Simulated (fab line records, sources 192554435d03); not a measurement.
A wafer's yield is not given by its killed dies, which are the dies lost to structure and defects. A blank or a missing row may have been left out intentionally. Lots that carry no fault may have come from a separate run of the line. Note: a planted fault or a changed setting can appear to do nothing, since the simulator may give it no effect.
fab line records -- flow n5_finfet
[record] lots = 7, wafers = 21
route steps=1938 shown BEOL_M7@1308 BEOL_M8@1337
start_h: hours from the record's first day to the start of the lot's first wafer shown -- wait_h: hours from the lot's prior step to this one -- " repeats the value in the row above -- L1.1+2: a single row standing in for several wafers -- - value missing, or start not given -- * or withheld: withheld -- < > ~ a bound
route shown NAME@n: names a module that has steps shown in the file, with the first one's number in the route -- usual: the fault-free wafers' mean and standard deviation -- same: alike in all rows -- chamber/n: place in a boat -- sites: each site's reading -- _std_site: the standard deviation of these -- _edge_site: inner sites' mean taken away from outer sites' mean -- radius_mm: for every site, how far away it sits from the centre of the wafer -- mask NAME#n: copy n -- behind: the tool/chamber that last shaped the wafer -- hold: cause of the lot's hold/its duration in hours/its outcome -- device: which transistor (n, p or np) failed to switch -- end of line: tests of these same wafers at the route's end -- a step with no rows: only its recipe -- killed: the dies lost at the first sort to structure and to defects; this is not the yield of the wafer -- map: dies across one wafer; x = killed, . = not, _ = none there
set.NAME: the setting as run; set.NAME@STEP: as run at that earlier step -- model.NAME: the simulator's own value behind a step, which no gauge read
lots whose settings were changed on purpose; a table a step, a row a wafer
[[steps]]
[step N5_BEOL_M7_TRENCH_ETCH_37]
[recipe] chemistry = C4F6/O2, target_depth_a = 934.78, target = SiCOH_lowk, time_s = 31.2, ion_energy_ev = 250, pressure_mtorr = 30, source_w = 345, bias_w = 185, Ar_flow_sccm = 300, C4F6_flow_sccm = 10, O2_flow_sccm = 10
lot.wafer,tool,chamber,start_h,wait_h,set.source_w,model.BEOL_M7.feature_depth_nm,model.etch.depth_nm
L081.2,rie_diel-05,3,-,-,287.5,82.6,82.67
L081.4,rie_diel-05,2,-,-,345,92.6,92.61
L081.6,rie_diel-05,2,-,-,345,93.2,93.2
L082.4,rie_diel-05,1,-,-,290.4,88.6,88.58
L082.5,rie_diel-05,1,-,-,290.4,88,88.04
L082.6,rie_diel-05,2,-,-,345,94,93.98
L085.2,rie_diel-05,0,-,-,345,94.8,94.9
L085.3,rie_diel-05,1,-,-,345,93.6,93.63
L085.4,rie_diel-05,3,-,-,345,89.6,89.56
L086.1,rie_diel-04,2,-,-,345,95.4,95.42
L086.3,rie_diel-04,1,-,-,345,95.4,95.4
L086.5,rie_diel-04,0,-,-,345,91.8,91.77
L089.4,rie_diel-05,2,-,-,345,93,93.07
L089.5,rie_diel-05,3,-,-,321.8,87.4,87.33
L089.6,rie_diel-05,2,-,-,345,92.4,92.46
L090.2,rie_diel-04,0,-,-,345,91.8,91.73
L090.3,rie_diel-04,1,-,-,385.9,100.4,100.4
L090.4,rie_diel-04,2,-,-,345,94.8,94.76
L097.4,rie_diel-04,0,-,-,345,92.6,92.66
L097.5,rie_diel-04,0,-,-,345,92.4,92.46
L097.6,rie_diel-04,3,-,-,345,95,95.04
[step N5_BEOL_M7_ETCH_41]
[recipe] chemistry = CH3F/O2, target = SiCN, target_depth_a = 319, taper_deg = 2, time_s = 57.8, ion_energy_ev = 120, mask_material = TiN, pressure_mtorr = 30, source_w = 395, bias_w = 75, Ar_flow_sccm = 150, CH3F_flow_sccm = 30, O2_flow_sccm = 20
[step N5_BEOL_M7_STRIP_80]
[recipe] chemistry = N2/H2, time_s = 10, power_w = 450, temp_c = 40, pressure_mtorr = 20, rf_frequency_hz = 6e+07, bias_power_w = 7, n2_flow_sccm = 200, h2_flow_sccm = 200
[step N5_BEOL_M7_OCD_MEAS_38]
[usual] trench_depth_nm = 93.0/2.1
lot.wafer,tool,chamber,start_h,wait_h,set.source_w@BEOL_M7_TRENCH_ETCH_37,trench_depth_nm
L081.2,ocd-02,-,238.54,-,287.5,82.4
L081.4,ocd-02,-,238.54,-,345,92.7
L081.6,ocd-02,-,238.54,-,345,93.5
L082.4,ocd-01,-,245.37,-,290.4,88.4
L082.5,ocd-01,-,245.37,-,290.4,88.3
L082.6,ocd-01,-,245.37,-,345,93.7
L085.2,ocd-01,-,251.61,-,345,94.8
L085.3,ocd-01,-,251.61,-,345,93.3
L085.4,ocd-01,-,251.61,-,345,89.5
L086.1,ocd-02,-,272.00,-,345,95.4
L086.3,ocd-02,-,272.00,-,345,95.4
L086.5,ocd-02,-,272.00,-,345,91.7
L089.4,ocd-01,-,282.42,-,345,92.5
L089.5,ocd-01,-,282.42,-,321.8,87.5
L089.6,ocd-01,-,282.42,-,345,92.7
L090.2,ocd-02,-,292.20,-,345,91.4
L090.3,ocd-02,-,292.20,-,385.9,99.9
L090.4,ocd-02,-,292.20,-,345,94.8
L097.4,ocd-01,-,326.31,-,345,93.0
L097.5,ocd-01,-,326.31,-,345,92.6
L097.6,ocd-01,-,326.31,-,345,95.3
[step N5_BEOL_M7_HM_STRIP_39]
[recipe] chemistry = peroxide_tin_strip, material = TiN, target_depth_a = 250, temp_c = 50, time_s = 158
[step N5_BEOL_M7_SRD_40]
[recipe] time_s = 30, temp_c = 23, rinse_liquid = diw, dry = ipa_marangoni
[step N5_BEOL_M7_ECD_50]
[recipe] material = Cu, target_thk_a = 3000
[step N5_BEOL_M7_ANNEAL_51]
[recipe] temp_c = 225, time_s = 90, ambient = N2
[step N5_BEOL_M7_CMP_52]
[recipe] stop_on = SiCOH_lowk, t_overpolish_s = 6.9, down_force_psi = 1, platen_rpm = 50, clearing_platen_down_force_psi = 1.5, clearing_platen_rpm = 50, post_cmp_clean = cu_alkaline, target_thk_nm = 80, clearing_platen_pad_velocity_m_s = 0.99484, pad_velocity_m_s = 0.99484
lot.wafer,tool,chamber,start_h,wait_h,set.source_w@BEOL_M7_TRENCH_ETCH_37,model.Cu_of_BEOL_M7_ECD_50.thk_nm
L081.4,cmp-02,1,242.27,0.2,345,77
L081.2,cmp-02,3,242.27,0.2,287.5,71
L081.6,cmp-02,1,242.27,0.2,345,79.4
L082.4,cmp-02,0,248.90,1.0,290.4,74.6
L082.6,cmp-02,3,248.90,1.0,345,82.8
L082.5,cmp-02,0,248.90,1.0,290.4,74.4
L085.2,cmp-03,1,255.36,0.2,345,78
L085.3,cmp-03,2,255.36,0.2,345,76.4
L085.4,cmp-03,3,255.36,0.2,345,74.2
L086.1,cmp-03,0,274.20,0.3,345,81
L086.3,cmp-03,1,274.20,0.3,345,80.6
L086.5,cmp-03,3,274.20,0.3,345,78.2
L089.4,cmp-02,0,285.14,0.2,345,79.6
L089.6,cmp-02,1,285.14,0.2,345,78
L089.5,cmp-02,2,285.14,0.2,321.8,73.2
L090.3,cmp-02,3,294.79,0.2,385.9,87.6
L090.4,cmp-02,0,294.79,0.2,345,81.2
L090.2,cmp-02,2,294.79,0.2,345,76.4
L097.4,cmp-02,1,328.12,0.1,345,78.2
L097.5,cmp-02,1,328.12,0.1,345,78.8
L097.6,cmp-02,2,328.12,0.1,345,80.2
[step N5_BEOL_M7_THK_MEAS_53]
[recipe] thk_meas_gauge = xrf, reads = Cu_of_BEOL_M7_ECD_50
[usual] M7_THK = 80.5/2.7
lot.wafer,tool,chamber,start_h,wait_h,set.source_w@BEOL_M7_TRENCH_ETCH_37,M7_THK[nm]
L081.2,film_metro-01,-,242.57,-,287.5,72.3
L081.4,film_metro-01,-,242.57,-,345,78.4
L081.6,film_metro-01,-,242.57,-,345,80.5
L082.4,film_metro-01,-,249.16,-,290.4,76.3
L082.5,film_metro-01,-,249.16,-,290.4,76.1
L082.6,film_metro-01,-,249.16,-,345,84.7
L085.2,film_metro-02,-,255.62,-,345,79.1
L085.3,film_metro-02,-,255.62,-,345,77.7
L085.4,film_metro-02,-,255.62,-,345,75.6
L086.1,film_metro-02,-,274.41,-,345,81.4
L086.3,film_metro-02,-,274.41,-,345,81.4
L086.5,film_metro-02,-,274.41,-,345,78.8
L089.4,film_metro-02,-,285.32,-,345,80.6
L089.5,film_metro-02,-,285.32,-,321.8,74.2
L089.6,film_metro-02,-,285.32,-,345,78.8
L090.2,film_metro-01,-,295.09,-,345,78.2
L090.3,film_metro-01,-,295.09,-,385.9,89.4
L090.4,film_metro-01,-,295.09,-,345,83.1
L097.4,film_metro-02,-,328.42,-,345,79.2
L097.5,film_metro-02,-,328.42,-,345,80.1
L097.6,film_metro-02,-,328.42,-,345,81.1
[step N5_BEOL_M7_PRE_CLEAN_55]
[recipe] gas = NH3, time_s = 15, temp_c = withheld, rf_power_w = 300
[step N5_BEOL_M7_DEP_56]
[recipe] material = SiCN, target_thk_a = 100, temp_c = withheld, precursor = 3MS/NH3, pressure_torr = 3, rf_w = 202, time_s = 17.5
[step N5_BEOL_M7_RS_MEAS_57]
[recipe] thk_meas_gauge = four-point-probe, reads = Cu_of_BEOL_M7_ECD_50+Co_of_BEOL_M7_CVD_78+TaN_of_BEOL_M7_ALD_77
[usual] M7_RS = 0.289/0.011
lot.wafer,tool,chamber,start_h,wait_h,set.source_w@BEOL_M7_TRENCH_ETCH_37,M7_RS[ohm/sq]
L081.2,film_metro-01,-,242.70,0.1,287.5,0.330
L081.4,film_metro-01,-,242.70,0.1,345,0.299
L081.6,film_metro-01,-,242.70,0.1,345,0.289
L082.4,film_metro-01,-,249.29,0.0,290.4,0.311
L082.5,film_metro-01,-,249.29,0.0,290.4,0.312
L082.6,film_metro-01,-,249.29,0.0,345,0.275
L085.2,film_metro-02,-,255.75,0.1,345,0.295
L085.3,film_metro-02,-,255.75,0.1,345,0.301
L085.4,film_metro-02,-,255.75,0.1,345,0.312
L086.1,film_metro-02,-,274.58,0.1,345,0.281
L086.3,film_metro-02,-,274.58,0.1,345,0.283
L086.5,film_metro-02,-,274.58,0.1,345,0.293
L089.4,film_metro-01,-,285.52,0.1,345,0.288
L089.5,film_metro-01,-,285.52,0.1,321.8,0.318
L089.6,film_metro-01,-,285.52,0.1,345,0.295
L090.2,film_metro-01,-,295.22,0.1,345,0.302
L090.3,film_metro-01,-,295.22,0.1,385.9,0.257
L090.4,film_metro-01,-,295.22,0.1,345,0.281
L097.4,film_metro-02,-,328.55,0.0,345,0.294
L097.5,film_metro-02,-,328.55,0.0,345,0.291
L097.6,film_metro-02,-,328.55,0.0,345,0.285
[step N5_BEOL_M8_COAT_59]
[recipe] resist = SOC, temp_c = 250, time_s = 60, spin_rpm = 1500, resist_thk_nm = 100
lot.wafer,tool,chamber,start_h,wait_h,set.spin_rpm,model.SOC_of_BEOL_M8_COAT_59.thk_nm
L081.2+6,litho_track-02,0,245.23,0.1,1500,99.8
L081.4,litho_track-02,0,245.23,0.1,1385,103.6
L082.4+6,litho_track-02,0,250.62,0.1,1500,99.8
L082.5,litho_track-02,0,250.62,0.1,1500,99.6
L085.2,litho_track-04,0,257.88,0.1,1417,103
L085.3,litho_track-04,0,257.88,0.1,1417,102.8
L085.4,litho_track-04,0,257.88,0.1,1500,99.8
L086.1,litho_track-01,0,275.72,0.1,1500,99.8
L086.3+5,litho_track-01,0,275.72,0.1,1500,99.6
L089.4,litho_track-01,0,287.17,0.1,1500,100.2
L089.5,litho_track-01,0,287.17,0.1,1557,98.6
L089.6,litho_track-01,0,287.17,0.1,1557,98.2
L090.2,litho_track-02,0,298.74,0.1,1605,96.4
L090.3,litho_track-02,0,298.74,0.1,1500,99.8
L090.4,litho_track-02,0,298.74,0.1,1500,100
L097.4,litho_track-02,0,330.07,0.1,1500,100.2
L097.5,litho_track-02,0,330.07,0.1,1371,104.2
L097.6,litho_track-02,0,330.07,0.1,1500,99.8
[step N5_BEOL_M8_DESCUM_16]
[recipe] chemistry = O2, time_s = 7.9, source_power_w = 50, bias_power_w = 20, pressure_mtorr = 20, rf_frequency_hz = 2.712e+07, temp_c = 40, resist = CAR-ArF, o2_flow_sccm = 225
lot.wafer,tool,chamber,start_h,wait_h,set.time_s,model.CAR-ArF_of_BEOL_M8_COAT_05.thk_nm
L081.2,rie_diel-03,1,245.78,0.1,7.9,83
L081.4,rie_diel-03,3,245.78,0.1,9.097,82.2
L081.6,rie_diel-03,1,245.78,0.1,7.9,83.2
L082.4,rie_diel-02,0,251.11,0.1,7.9,83.4
L082.5,rie_diel-02,3,251.11,0.1,6.963,84
L082.6,rie_diel-02,0,251.11,0.1,7.9,83.6
L085.2+4,rie_diel-02,"2,1",258.70,0.4,7.9,83.6
L085.3,rie_diel-02,0,258.70,0.4,7.9,83.4
L086.1+3+5,rie_diel-03,"1,0,2",276.22,0.0,7.9,83.4
L089.4+5+6,rie_diel-06,"2,1,0",287.72,0.1,7.9,83.6
L090.2,rie_diel-02,3,299.20,0.0,8.384,83.2
L090.3,rie_diel-02,2,299.20,0.0,8.384,83
L090.4,rie_diel-02,0,299.20,0.0,7.9,83.4
L097.4+5,rie_diel-02,2,330.88,0.5,6.848,83.6
L097.6,rie_diel-02,1,330.88,0.5,7.9,82.8
[step N5_BEOL_M8_ETCH_61]
[recipe] chemistry = CF4, target = SiARC, target_depth_a = 455, mask_material = CAR-ArF, time_s = 75.8, ion_energy_ev = 80, pressure_mtorr = 40, source_w = 545, bias_w = 36, Ar_flow_sccm = 100, cf4_flow_sccm = 100, ends = cleared
lot.wafer,tool,chamber,start_h,wait_h,set.time_s@BEOL_M8_DESCUM_16,model.CAR-ArF_of_BEOL_M8_COAT_05.thk_nm
L081.2,rie_diel-03,1,245.81,0.0,7.9,50.4
L081.4,rie_diel-03,3,245.81,0.0,9.097,49.4
L081.6,rie_diel-03,1,245.81,0.0,7.9,50.6
L082.4,rie_diel-02,0,251.15,0.0,7.9,50.8
L082.5,rie_diel-02,3,251.15,0.0,6.963,51.4
L082.6,rie_diel-02,0,251.15,0.0,7.9,51
L085.2+3,rie_diel-02,"2,0",258.73,0.0,7.9,50.8
L085.4,rie_diel-02,1,258.73,0.0,7.9,51
L086.1+3+5,rie_diel-03,"1,0,2",276.25,0.0,7.9,50.8
L089.4+6,rie_diel-06,"2,0",287.77,0.0,7.9,51.2
L089.5,rie_diel-06,1,287.77,0.0,7.9,51
L090.2,rie_diel-02,3,299.24,0.0,8.384,50.8
L090.3,rie_diel-02,2,299.24,0.0,8.384,50.6
L090.4,rie_diel-02,0,299.24,0.0,7.9,51
L097.4+5,rie_diel-02,2,330.92,0.0,6.848,51
L097.6,rie_diel-02,1,330.92,0.0,7.9,50.2
[step N5_BEOL_M8_ETCH_62]
[recipe] chemistry = N2/H2, target = SOC, target_depth_a = 1100, overetch_a = 220, mask_material = SiARC, temp_c = 40, time_s = 165, ion_energy_ev = 200, pressure_mtorr = 30, source_w = 840, bias_w = 150, n2_flow_sccm = 200, h2_flow_sccm = 200
lot.wafer,tool,chamber,start_h,wait_h,set.spin_rpm@BEOL_M8_COAT_59,model.etch.depth_nm
L081.2,rie_diel-03,1,245.87,0.0,1500,99.79
L081.4,rie_diel-03,3,245.87,0.0,1385,103.7
L081.6,rie_diel-03,1,245.87,0.0,1500,99.75
L082.4,rie_diel-02,0,251.20,0.0,1500,99.86
L082.5,rie_diel-02,3,251.20,0.0,1500,99.68
L082.6,rie_diel-02,0,251.20,0.0,1500,99.71
L085.2,rie_diel-02,2,258.79,0.0,1417,103
L085.3,rie_diel-02,0,258.79,0.0,1417,102.7
L085.4,rie_diel-02,1,258.79,0.0,1500,99.83
L086.1,rie_diel-03,1,276.31,0.0,1500,99.88
L086.3,rie_diel-03,0,276.31,0.0,1500,99.7
L086.5,rie_diel-03,2,276.31,0.0,1500,99.6
L089.4,rie_diel-06,2,287.86,0.1,1500,100.2
L089.5,rie_diel-06,1,287.86,0.1,1557,98.6
L089.6,rie_diel-06,0,287.86,0.1,1557,98.2
L090.2,rie_diel-02,3,299.29,0.0,1605,96.47
L090.3,rie_diel-02,2,299.29,0.0,1500,99.88
L090.4,rie_diel-02,0,299.29,0.0,1500,99.98
L097.4,rie_diel-02,2,330.97,0.0,1500,100.1
L097.5,rie_diel-02,2,330.97,0.0,1371,104.2
L097.6,rie_diel-02,1,330.97,0.0,1500,99.81
[step N5_BEOL_M8_ETCH_66]
[recipe] chemistry = N2/H2, target = SOC, target_depth_a = 800, overetch_a = 160, mask_material = SiARC, temp_c = 40, time_s = 120, ion_energy_ev = 200, pressure_mtorr = 30, source_w = 840, bias_w = 150, n2_flow_sccm = 200, h2_flow_sccm = 200
[usual] rf_vpp_V = 522.8/2.1
lot.wafer,tool,chamber,start_h,wait_h,set.source_w,rf_vpp_V
L081.2,rie_diel-03,0,246.79,0.0,840,527.0
L081.4,rie_diel-03,1,246.79,0.0,840,521.9
L081.6,rie_diel-03,2,246.79,0.0,840,525.1
L082.4,rie_diel-03,2,253.40,0.0,840,524.5
L082.5,rie_diel-03,1,253.40,0.0,840,520.9
L082.6,rie_diel-03,0,253.40,0.0,916.7,509.8
L085.2,rie_diel-02,0,261.68,0.0,840,519.4
L085.3,rie_diel-02,3,261.68,0.0,840,521.3
L085.4,rie_diel-02,2,261.68,0.0,840,522.2
L086.1,rie_diel-02,1,279.06,0.0,840,522.3
L086.3,rie_diel-02,0,279.06,0.0,840,520.6
L086.5,rie_diel-02,3,279.06,0.0,840,522.3
L089.4,rie_diel-06,2,290.57,0.0,840,522.3
L089.5,rie_diel-06,1,290.57,0.0,840,524.9
L089.6,rie_diel-06,0,290.57,0.0,840,520.2
L090.2,rie_diel-06,1,301.88,0.0,840,525.5
L090.3,rie_diel-06,0,301.88,0.0,840,521.4
L090.4,rie_diel-06,2,301.88,0.0,840,523.4
L097.4,rie_diel-06,0,333.32,0.0,782.6,535.3
L097.5,rie_diel-06,2,333.32,0.0,840,524.4
L097.6,rie_diel-06,3,333.32,0.0,782.6,541.2
[step N5_BEOL_M8_TRENCH_ETCH_37]
[recipe] chemistry = C4F6/O2, target_depth_a = 934.78, target = SiCOH_lowk, time_s = 31.2, ion_energy_ev = 250, pressure_mtorr = 30, source_w = 345, bias_w = 185, Ar_flow_sccm = 300, C4F6_flow_sccm = 10, O2_flow_sccm = 10
lot.wafer,tool,chamber,start_h,wait_h,set.time_s,model.BEOL_M8.feature_depth_nm,model.etch.depth_nm
L081.2,rie_diel-03,0,-,-,31.2,94.8,94.83
L081.4,rie_diel-03,1,-,-,31.2,91.8,91.87
L081.6,rie_diel-03,2,-,-,31.2,90.6,90.58
L082.4,rie_diel-03,2,-,-,31.2,92.2,92.12
L082.5,rie_diel-03,1,-,-,38.18,112.6,112.7
L082.6,rie_diel-03,0,-,-,31.2,95.8,95.84
L085.2,rie_diel-02,0,-,-,31.2,86.6,86.67
L085.3,rie_diel-02,3,-,-,31.2,95,94.9
L085.4,rie_diel-02,2,-,-,31.2,92.2,92.28
L086.1,rie_diel-02,1,-,-,31.2,94.2,94.24
L086.3,rie_diel-02,0,-,-,31.2,87,87.08
L086.5,rie_diel-02,3,-,-,31.2,95.6,95.58
L089.4,rie_diel-06,2,-,-,31.2,93.2,93.21
L089.5,rie_diel-06,1,-,-,24.94,74.8,74.74
L089.6,rie_diel-06,0,-,-,31.2,89.6,89.5
L090.2,rie_diel-06,1,-,-,31.2,94.2,94.16
L090.3,rie_diel-06,0,-,-,29.43,84.6,84.53
L090.4,rie_diel-06,2,-,-,31.2,94.2,94.18
L097.4,rie_diel-06,0,-,-,31.2,88.8,88.81
L097.5,rie_diel-06,2,-,-,31.2,94,93.95
L097.6,rie_diel-06,3,-,-,24.47,71.8,71.83
[step N5_BEOL_M8_ETCH_41]
[recipe] chemistry = CH3F/O2, target = SiCN, target_depth_a = 319, taper_deg = 2, time_s = 57.8, ion_energy_ev = 120, mask_material = TiN, pressure_mtorr = 30, source_w = 395, bias_w = 75, Ar_flow_sccm = 150, CH3F_flow_sccm = 30, O2_flow_sccm = 20
[step N5_BEOL_M8_STRIP_80]
[recipe] chemistry = N2/H2, time_s = 10, power_w = 450, temp_c = 40, pressure_mtorr = 20, rf_frequency_hz = 6e+07, bias_power_w = 7, n2_flow_sccm = 200, h2_flow_sccm = 200
[step N5_BEOL_M8_OCD_MEAS_38]
[usual] trench_depth_nm = 92.4/2.3
lot.wafer,tool,chamber,start_h,wait_h,set.time_s@BEOL_M8_TRENCH_ETCH_37,trench_depth_nm
L081.2,ocd-02,-,247.14,-,31.2,94.5
L081.4,ocd-02,-,247.14,-,31.2,91.4
L081.6,ocd-02,-,247.14,-,31.2,90.4
L082.4,ocd-01,-,253.76,-,31.2,91.5
L082.5,ocd-01,-,253.76,-,38.18,112.8
L082.6,ocd-01,-,253.76,-,31.2,95.8
L085.2,ocd-01,-,262.03,-,31.2,86.7
L085.3,ocd-01,-,262.03,-,31.2,94.9
L085.4,ocd-01,-,262.03,-,31.2,92.2
L086.1,ocd-01,-,279.41,-,31.2,94.5
L086.3,ocd-01,-,279.41,-,31.2,87.1
L086.5,ocd-01,-,279.41,-,31.2,95.7
L089.4,ocd-01,-,290.89,-,31.2,93.9
L089.5,ocd-01,-,290.89,-,24.94,74.7
L089.6,ocd-01,-,290.89,-,31.2,89.3
L090.2,ocd-02,-,302.23,-,31.2,93.5
L090.3,ocd-02,-,302.23,-,29.43,84.5
L090.4,ocd-02,-,302.23,-,31.2,94.2
L097.4,ocd-01,-,333.67,-,31.2,89.2
L097.5,ocd-01,-,333.67,-,31.2,93.9
L097.6,ocd-01,-,333.67,-,24.47,72.2
[step N5_BEOL_M8_HM_STRIP_39]
[recipe] chemistry = peroxide_tin_strip, material = TiN, target_depth_a = 250, temp_c = 50, time_s = 158
[step N5_BEOL_M8_SRD_40]
[recipe] time_s = 30, temp_c = 23, rinse_liquid = diw, dry = ipa_marangoni
[step N5_BEOL_M8_ECD_50]
[recipe] material = Cu, target_thk_a = 3000
[step N5_BEOL_M8_ANNEAL_51]
[recipe] temp_c = 225, time_s = 90, ambient = N2
[step N5_BEOL_M8_CMP_52]
[recipe] stop_on = SiCOH_lowk, t_overpolish_s = 6.9, down_force_psi = 1, platen_rpm = 50, clearing_platen_down_force_psi = 1.5, clearing_platen_rpm = 50, post_cmp_clean = cu_alkaline, target_thk_nm = 80, clearing_platen_pad_velocity_m_s = 0.99484, pad_velocity_m_s = 0.99484
lot.wafer,tool,chamber,start_h,wait_h,set.time_s@BEOL_M8_TRENCH_ETCH_37,model.Cu_of_BEOL_M8_ECD_50.thk_nm
L081.4,cmp-01,2,249.01,0.3,31.2,80
L081.2,cmp-01,0,249.01,0.3,31.2,82
L081.6,cmp-01,2,249.01,0.3,31.2,79.4
L082.4,cmp-03,2,257.57,0.1,31.2,75.2
L082.6,cmp-03,2,257.57,0.1,31.2,78.4
L082.5,cmp-03,3,257.57,0.1,38.18,98.2
L085.3,cmp-04,1,264.05,0.2,31.2,81.2
L085.4,cmp-04,2,264.05,0.2,31.2,80
L085.2,cmp-04,3,264.05,0.2,31.2,73.4
L086.1,cmp-01,2,283.32,0.3,31.2,82.4
L086.3,cmp-01,0,283.32,0.3,31.2,75.4
L086.5,cmp-01,2,283.32,0.3,31.2,84.8
L089.4,cmp-03,2,294.04,0.1,31.2,77.2
L089.6,cmp-03,2,294.04,0.1,31.2,74.4
L089.5,cmp-03,3,294.04,0.1,24.94,61.6
L090.3,cmp-01,1,304.55,0.2,29.43,70.8
L090.4,cmp-01,2,304.55,0.2,31.2,82.2
L090.2,cmp-01,3,304.55,0.2,31.2,83.4
L097.4,cmp-01,1,336.41,0.1,31.2,73.8
L097.6,cmp-01,1,336.41,0.1,24.47,58.8
L097.5,cmp-01,2,336.41,0.1,31.2,83.8
[step N5_BEOL_M8_THK_MEAS_53]
[recipe] thk_meas_gauge = xrf, reads = Cu_of_BEOL_M8_ECD_50
[usual] M8_THK = 80.0/2.9
lot.wafer,tool,chamber,start_h,wait_h,set.time_s@BEOL_M8_TRENCH_ETCH_37,M8_THK[nm]
L081.2,film_metro-02,-,249.30,-,31.2,82.8
L081.4,film_metro-02,-,249.30,-,31.2,80.8
L081.6,film_metro-02,-,249.30,-,31.2,80.4
L082.4,film_metro-02,-,257.87,-,31.2,76.1
L082.5,film_metro-02,-,257.87,-,38.18,99.2
L082.6,film_metro-02,-,257.87,-,31.2,79.2
L085.2,film_metro-01,-,264.31,-,31.2,74.4
L085.3,film_metro-01,-,264.31,-,31.2,82.5
L085.4,film_metro-01,-,264.31,-,31.2,81.0
L086.1,film_metro-02,-,283.58,-,31.2,83.5
L086.3,film_metro-02,-,283.58,-,31.2,76.6
L086.5,film_metro-02,-,283.58,-,31.2,85.4
L089.4,film_metro-01,-,294.34,-,31.2,79.1
L089.5,film_metro-01,-,294.34,-,24.94,63.3
L089.6,film_metro-01,-,294.34,-,31.2,76.4
L090.2,film_metro-02,-,304.85,-,31.2,84.7
L090.3,film_metro-02,-,304.85,-,29.43,71.5
L090.4,film_metro-02,-,304.85,-,31.2,83.0
L097.4,film_metro-02,-,336.70,-,31.2,75.0
L097.5,film_metro-02,-,336.70,-,31.2,85.3
L097.6,film_metro-02,-,336.70,-,24.47,60.0
[step N5_BEOL_M8_PRE_CLEAN_55]
[recipe] gas = NH3, time_s = 15, temp_c = withheld, rf_power_w = 300
[step N5_BEOL_M8_DEP_56]
[recipe] material = SiCN, target_thk_a = 100, temp_c = withheld, precursor = 3MS/NH3, pressure_torr = 3, rf_w = 202, time_s = 17.5
[step N5_BEOL_M8_RS_MEAS_57]
[recipe] thk_meas_gauge = four-point-probe, reads = Cu_of_BEOL_M8_ECD_50+Co_of_BEOL_M8_CVD_78+TaN_of_BEOL_M8_ALD_77
[usual] M8_RS = 0.291/0.012
lot.wafer,tool,chamber,start_h,wait_h,set.time_s@BEOL_M8_TRENCH_ETCH_37,M8_RS[ohm/sq]
L081.2,film_metro-01,-,249.43,0.1,31.2,0.278
L081.4,film_metro-01,-,249.43,0.1,31.2,0.286
L081.6,film_metro-01,-,249.43,0.1,31.2,0.289
L082.4,film_metro-02,-,258.00,0.0,31.2,0.307
L082.5,film_metro-02,-,258.00,0.0,38.18,0.225
L082.6,film_metro-02,-,258.00,0.0,31.2,0.292
L085.2,film_metro-02,-,264.47,0.1,31.2,0.316
L085.3,film_metro-02,-,264.47,0.1,31.2,0.280
L085.4,film_metro-02,-,264.47,0.1,31.2,0.286
L086.1,film_metro-01,-,283.71,0.1,31.2,0.276
L086.3,film_metro-01,-,283.71,0.1,31.2,0.307
L086.5,film_metro-01,-,283.71,0.1,31.2,0.267
L089.4,film_metro-02,-,294.47,0.0,31.2,0.297
L089.5,film_metro-02,-,294.47,0.0,24.94,0.390
L089.6,film_metro-02,-,294.47,0.0,31.2,0.311
L090.2,film_metro-01,-,304.98,0.1,31.2,0.273
L090.3,film_metro-01,-,304.98,0.1,29.43,0.330
L090.4,film_metro-01,-,304.98,0.1,31.2,0.277
L097.4,film_metro-02,-,336.83,0.0,31.2,0.314
L097.5,film_metro-02,-,336.83,0.0,31.2,0.271
L097.6,film_metro-02,-,336.83,0.0,24.47,0.413
[[key]]
[split] step = N5_BEOL_M7_TRENCH_ETCH_37, setting = source_w, stated = 345, by = wafer
[response] step = N5_BEOL_M7_TRENCH_ETCH_37, reading = model.BEOL_M7.feature_depth_nm, change = +0.535, per = 1%, r = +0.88
[response] step = N5_BEOL_M7_TRENCH_ETCH_37, reading = model.etch.depth_nm, change = +0.534, per = 1%, r = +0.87
[response] step = N5_BEOL_M7_OCD_MEAS_38, reading = trench_depth_nm, change = +0.528, per = 1%, r = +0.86
[response] step = N5_BEOL_M7_CMP_52, reading = model.Cu_of_BEOL_M7_ECD_50.thk_nm, change = +0.551, per = 1%, r = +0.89
[response] step = N5_BEOL_M7_THK_MEAS_53, reading = M7_THK, change = +0.553, per = 1%, r = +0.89
[response] step = N5_BEOL_M7_RS_MEAS_57, reading = M7_RS, change = -0.00248, per = 1%, r = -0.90
[split] step = N5_BEOL_M8_COAT_59, setting = spin_rpm, stated = 1500, by = wafer
[response] step = N5_BEOL_M8_COAT_59, reading = model.SOC_of_BEOL_M8_COAT_59.thk_nm, change = -0.502, per = 1%, r = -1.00
[response] step = N5_BEOL_M8_ETCH_62, reading = model.etch.depth_nm, change = -0.504, per = 1%, r = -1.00
[split] step = N5_BEOL_M8_DESCUM_16, setting = time_s, stated = 7.9, by = wafer
[response] step = N5_BEOL_M8_DESCUM_16, reading = model.CAR-ArF_of_BEOL_M8_COAT_05.thk_nm, change = -0.0548, per = 1%, r = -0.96
[response] step = N5_BEOL_M8_ETCH_61, reading = model.CAR-ArF_of_BEOL_M8_COAT_05.thk_nm, change = -0.06, per = 1%, r = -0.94
[split] step = N5_BEOL_M8_ETCH_66, setting = source_w, stated = 840, by = wafer
[response] step = N5_BEOL_M8_ETCH_66, reading = rf_vpp_V, change = -1.64, per = 1%, r = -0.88
[split] step = N5_BEOL_M8_TRENCH_ETCH_37, setting = time_s, stated = 31.2, by = wafer
[response] step = N5_BEOL_M8_TRENCH_ETCH_37, reading = model.BEOL_M8.feature_depth_nm, change = +0.876, per = 1%, r = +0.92
[response] step = N5_BEOL_M8_TRENCH_ETCH_37, reading = model.etch.depth_nm, change = +0.877, per = 1%, r = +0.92
[response] step = N5_BEOL_M8_OCD_MEAS_38, reading = trench_depth_nm, change = +0.884, per = 1%, r = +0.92
[response] step = N5_BEOL_M8_CMP_52, reading = model.Cu_of_BEOL_M8_ECD_50.thk_nm, change = +0.902, per = 1%, r = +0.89
[response] step = N5_BEOL_M8_THK_MEAS_53, reading = M8_THK, change = +0.913, per = 1%, r = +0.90
[response] step = N5_BEOL_M8_RS_MEAS_57, reading = M8_RS, change = -0.0045, per = 1%, r = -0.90
